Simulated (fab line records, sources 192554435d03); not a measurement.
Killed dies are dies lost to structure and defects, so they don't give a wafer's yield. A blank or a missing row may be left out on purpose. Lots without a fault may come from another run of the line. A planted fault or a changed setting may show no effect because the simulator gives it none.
Tool commonality check | flow n5_finfet | 10 lots, 30 wafers sampled

WHY IT WAS OPENED
At N5_MOL_CONTACT_COAG_CD_MEAS_08 the reading cd_nm is flagged on 2 of 10 lots. Wafers without a fault read 27.91 nm, standard deviation 0.25.
Rule: a lot is flagged when every wafer of it that has a number lies more than 4 standard deviations from that mean, or none has a number. The other lots count as sound.

lot  | measured     | on        | cd_nm (nm), wafer by wafer | flag
L501 | day 4 15:01  | cd_sem-03 | 27.79 27.78 28.06          |
L502 | day 4 23:46  | cd_sem-03 | 28.52 28.12 28.26          |
L503 | day 5 04:47  | cd_sem-03 | 27.64 28.14 27.77          |
L505 | day 5 15:45  | cd_sem-02 | 27.92 28.14 28.17          |
L506 | day 5 22:09  | cd_sem-03 | 28.17 28.19 27.89          |
L517 | day 8 17:13  | cd_sem-03 | 29.60 29.43 29.67          | FLAGGED
L518 | day 8 22:52  | cd_sem-03 | 29.56 29.64 29.73          | FLAGGED
L519 | day 9 04:05  | cd_sem-01 | 27.63 28.12 28.05          |
L520 | day 9 12:48  | cd_sem-01 | 27.64 28.07 27.84          |
L524 | day 10 13:04 | cd_sem-01 | 27.86 27.84 28.05          |
The numbers of the flagged lots are 29.61 nm on average: +1.70 nm against the usual, or +7 standard deviations.

WHICH TOOL RAN EACH LOT
The record holds 2 process steps before the reading, out of a route of 1938 steps. In each cell: the tool, then ch and the chambers that the sampled wafers went through, then the start.
lot  | flag    | N5_GATE_CUT_CUT_ETCH_55           | N5_GATE_CUT_ALD_22
L501 |         | rie_metal-01 ch 0,1, day 4 11:53  | ald_sin-03 ch 0,1, day 4 12:11
L502 |         | rie_metal-01 ch 0,1, day 4 20:29  | ald_sin-01 ch 1,2, day 4 20:49
L503 |         | rie_metal-02 ch 0,1, day 5 01:31  | ald_sin-01 ch 0,1, day 5 01:50
L505 |         | rie_metal-01 ch 0,1, day 5 11:24  | ald_sin-01 ch 1,2,3, day 5 12:47
L506 |         | rie_metal-01 ch 0, day 5 19:01    | ald_sin-01 ch 1,3, day 5 19:20
L517 | FLAGGED | rie_metal-02 ch 0,1, day 8 13:56  | ald_sin-03 ch 2,3, day 8 14:24
L518 | FLAGGED | rie_metal-02 ch 0,1, day 8 17:17  | ald_sin-04 ch 0,2, day 8 19:55
L519 |         | rie_metal-01 ch 0,1, day 9 00:56  | ald_sin-03 ch 0,1,3, day 9 01:16
L520 |         | rie_metal-02 ch 0,1, day 9 09:25  | ald_sin-04 ch 0,2,3, day 9 09:44
L524 |         | rie_metal-02 ch 0,1, day 10 09:47 | ald_sin-03 ch 0,1,3, day 10 10:07
What these steps do:
- N5_GATE_CUT_CUT_ETCH_55: etches HfO2 in BCl3, target depth 3.2 nm.
- N5_GATE_CUT_ALD_22: deposits SiNx, target thk 16 nm, pulse time 1 s, ald cycles 320.
- N5_MOL_CONTACT_COAG_CD_MEAS_08: target cd 28 nm.

FLAGGED OVER TOTAL, TOOL BY TOOL (the gauges that took the reading come last)
step                           | tool         | lots run | flagged | share of the flagged lots | sound lots run after its first flagged lot
N5_GATE_CUT_CUT_ETCH_55        | rie_metal-01 | 5        | 0       | none                      | -
N5_GATE_CUT_CUT_ETCH_55        | rie_metal-02 | 5        | 2       | all                       | 2 (L520,L524)
N5_GATE_CUT_ALD_22             | ald_sin-01   | 4        | 0       | none                      | -
N5_GATE_CUT_ALD_22             | ald_sin-03   | 4        | 1       | some                      | 2 (L519,L524)
N5_GATE_CUT_ALD_22             | ald_sin-04   | 2        | 1       | some                      | 1 (L520)
N5_MOL_CONTACT_COAG_CD_MEAS_08 | cd_sem-01    | 3        | 0       | none                      | -
N5_MOL_CONTACT_COAG_CD_MEAS_08 | cd_sem-02    | 1        | 0       | none                      | -
N5_MOL_CONTACT_COAG_CD_MEAS_08 | cd_sem-03    | 6        | 2       | all                       | 0

WHAT THE TABLE ALLOWS
2 rows of the table ran every flagged lot: rie_metal-02 at N5_GATE_CUT_CUT_ETCH_55, cd_sem-03 at N5_MOL_CONTACT_COAG_CD_MEAS_08.
- rie_metal-02 at N5_GATE_CUT_CUT_ETCH_55: 2 of its 5 lots flagged. Sound lots ran on it after the first flagged one (L520, L524), which a lasting fault on the whole tool wouldn't allow.
- cd_sem-03 at N5_MOL_CONTACT_COAG_CD_MEAS_08: 2 of its 6 lots flagged. Its last sound lot is L506 (day 5 22:09), its first flagged lot L517 (day 8 17:13): a fault that began between those two fits.
One tool is left: cd_sem-03 at N5_MOL_CONTACT_COAG_CD_MEAS_08.

WHAT THE SIMULATOR HAD PUT IN
Metrology matching offset: cd_sem-03, from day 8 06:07 on, at N5_MOL_CONTACT_COAG_CD_MEAS_08. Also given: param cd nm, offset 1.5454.
Lots struck among those shown: L517, L518. The rule above found the same.
